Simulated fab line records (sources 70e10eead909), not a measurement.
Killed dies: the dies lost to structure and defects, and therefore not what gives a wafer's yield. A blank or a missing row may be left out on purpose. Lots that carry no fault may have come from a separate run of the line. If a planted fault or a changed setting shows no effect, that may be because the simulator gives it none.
Check for tools in common -- flow nand_harc -- 13 lots, 39 wafers sampled

== THE REASON FOR OPENING IT ==
At NHARC_A_ONON_D2_THK_MEAS_30 the reading thk_nm is flagged on 2 of 13 lots. Fault-free wafers read 996 nm, with a standard deviation of 9.7.
Rule: flag the lot when none of its wafers has a number, or when each of its wafers that has one lies beyond 4 standard deviations from that mean. As for the other lots, they are considered sound.

lot,measured,on,"thk_nm (nm), wafer by wafer",flag
L352,day 13 00:14,film_metro-01,1007 1003 1006,
L354,day 13 20:09,film_metro-01,993 994 993,
L355,day 14 02:08,film_metro-01,994 994 994,
L356,day 14 19:02,film_metro-02,1011 1012 1010,
L358,day 16 00:11,film_metro-02,1000 1000 1000,
L359,day 16 00:12,film_metro-01,979 979 978,
L362,day 17 09:50,film_metro-01,938 940 939,FLAGGED
L364,day 17 14:49,film_metro-02,927 929 929,FLAGGED
L369,day 20 02:47,film_metro-02,994 993 994,
L372,day 21 13:10,film_metro-01,1006 1009 1010,
L371,day 21 13:10,film_metro-02,1005 1006 1007,
L373,day 21 19:44,film_metro-02,995 996 995,
L375,day 22 08:37,film_metro-01,979 977 979,
Average over the flagged lots: 934 nm; offset from the usual -62 nm, equal to -6 standard deviations.

== TOOL THAT RAN EACH LOT ==
The record keeps 1 process step preceding the reading, out of 1302 steps on the route. Read each cell as the tool, then ch plus the chambers that the sampled wafers visited, then the start.
lot,flag,NHARC_A_ONON_D2_DEP_28
L352,,"pecvd_onon-01 ch 0, day 12 23:43"
L354,,"pecvd_onon-03 ch 0, day 13 19:41"
L355,,"pecvd_onon-03 ch 0, day 14 01:41"
L356,,"pecvd_onon-03 ch 0, day 14 18:32"
L358,,"pecvd_onon-03 ch 0, day 15 23:44"
L359,,"pecvd_onon-01 ch 0, day 15 23:45"
L362,FLAGGED,"pecvd_onon-03 ch 0, day 17 09:19"
L364,FLAGGED,"pecvd_onon-03 ch 0, day 17 14:18"
L369,,"pecvd_onon-04 ch 0, day 20 02:19"
L372,,"pecvd_onon-01 ch 0, day 21 12:43"
L371,,"pecvd_onon-03 ch 0, day 21 12:43"
L373,,"pecvd_onon-01 ch 0, day 21 19:13"
L375,,"pecvd_onon-04 ch 0, day 22 08:06"
What the steps here do:
- NHARC_A_ONON_D2_DEP_28: target thk 1000 nm.
- NHARC_A_ONON_D2_THK_MEAS_30: measures by ellipsometry.

== FLAGGED AGAINST TOTAL, ONE TOOL AT A TIME (gauges that did the reading follow at the end) ==
step,tool,lots run,flagged,share of the flagged lots,sound lots run after its first flagged lot
NHARC_A_ONON_D2_DEP_28,pecvd_onon-01,4,0,none,-
NHARC_A_ONON_D2_DEP_28,pecvd_onon-03,7,2,all,1 (L371)
NHARC_A_ONON_D2_DEP_28,pecvd_onon-04,2,0,none,-
NHARC_A_ONON_D2_THK_MEAS_30,film_metro-01,7,1,some,"2 (L372,L375)"
NHARC_A_ONON_D2_THK_MEAS_30,film_metro-02,6,1,some,"3 (L369,L371,L373)"

== WHAT THE TABLE PERMITS ==
Rows of the table that ran each flagged lot: 1, that is pecvd_onon-03 at NHARC_A_ONON_D2_DEP_28.
- pecvd_onon-03 at NHARC_A_ONON_D2_DEP_28: 2 of its 7 lots flagged. After the first flagged lot (L371), sound lots still ran on it; a lasting fault on the whole tool would not permit that.
Every row of the table either missed a flagged lot or ran a sound lot after the first.

== WHAT WAS PUT IN BY THE SIMULATOR ==
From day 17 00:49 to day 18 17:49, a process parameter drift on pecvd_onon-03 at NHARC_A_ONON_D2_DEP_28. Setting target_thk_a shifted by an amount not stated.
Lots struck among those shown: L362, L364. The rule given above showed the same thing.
